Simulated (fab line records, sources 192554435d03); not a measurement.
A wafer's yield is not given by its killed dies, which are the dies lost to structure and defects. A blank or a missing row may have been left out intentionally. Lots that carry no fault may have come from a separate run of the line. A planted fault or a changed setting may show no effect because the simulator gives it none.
Chamber matching	flow n5 finfet	3 sister chambers for N5_BEOL_M12_DEP_53 on pecvd-01
The step deposits SiCN from 3MS/NH3, target thk 30 nm, time 10.5 s. 3 wafers are shown with their chamber, then 7 later ones without.

== WAFERS, EACH WITH ITS CHAMBER ==
wafer	chamber	throttle valve pct (%)
L086.4	0	18.5
L086.5	2	16.5
L089.4	1	17.6

== WAFERS MISSING THEIR CHAMBER ==
wafer	throttle valve pct (%)
L089.6	16.4
L091.1	16.3
L091.3	18.2
L091.4	18.3
L097.1	16.4
L097.2	17.3
L097.5	16.6

== THE CHAMBER EACH PASSED THROUGH ==
wafer	from the rows above	in truth
L089.6	2	2
L091.1	2	2
L091.3	can't be placed: 0 or 1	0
L091.4	0	0
L097.1	2	2
L097.2	1	1
L097.5	2	2
Correctly placed: 6 of 7. Not placeable from these rows: 1 (in 1, the candidates include the true chamber). 0 placed wrongly.
How it was worked out, from the rows above alone: a wafer's distance from a chamber is the root of the sum, over the readings, of the square of ((its reading less the chamber's mean) divided by the reading's scatter). If the next closest chamber is less than 2 further off than the closest, the wafer can't be placed; otherwise it belongs to the closest. Each chamber's mean is taken over the wafers shown for it. The scatter (one wafer shown for each chamber): square how far every hidden wafer sits from the nearest shown wafer, average those squares and take the square root.
